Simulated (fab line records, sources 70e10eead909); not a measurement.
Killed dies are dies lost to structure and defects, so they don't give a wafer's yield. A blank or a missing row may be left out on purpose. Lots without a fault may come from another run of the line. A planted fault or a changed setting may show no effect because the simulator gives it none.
Chamber matching | flow nand_harc | NHARC_HYBRID_BOND_ACTIVATE_00 on rie_diel-02: 4 sister chambers
The step chemistry N2, time 60 s. 4 wafers are shown with their chamber, then 10 later ones without.

WAFERS WITH THEIR CHAMBER
wafer  | chamber | showerhead_plenum_p_Torr (Torr)
L684.3 | 3       | 1.82
L687.3 | 0       | 1.64
L688.1 | 1       | 1.76
L688.3 | 2       | 1.66

WAFERS WITHOUT THEIR CHAMBER
wafer  | showerhead_plenum_p_Torr (Torr)
L688.5 | 1.64
L694.2 | 1.82
L694.3 | 1.64
L694.6 | 1.66
L697.2 | 1.75
L697.4 | 1.66
L697.5 | 1.75
L702.2 | 1.66
L702.4 | 1.82
L702.6 | 1.66

WHICH CHAMBER EACH WENT THROUGH
wafer  | from the rows above | in truth
L688.5 | 0                   | 0
L694.2 | 3                   | 3
L694.3 | 0                   | 0
L694.6 | 2                   | 2
L697.2 | 1                   | 1
L697.4 | 2                   | 2
L697.5 | 1                   | 1
L702.2 | 2                   | 2
L702.4 | 3                   | 3
L702.6 | 2                   | 2
Placed correctly: 10 of 10. Can't be placed from these rows: 0. Placed wrongly: 0.
How it was worked out, from the rows above alone: a wafer's distance from a chamber is the root of the sum, over the readings, of the square of ((its reading less the chamber's mean) divided by the reading's scatter). The wafer belongs to the nearest chamber; if the next one is less than 2 further off, it can't be placed. A chamber's mean is the mean of its shown wafers. The scatter: with one shown wafer a chamber, the root of the mean of the squares of how far each hidden wafer lies from its nearest shown one.
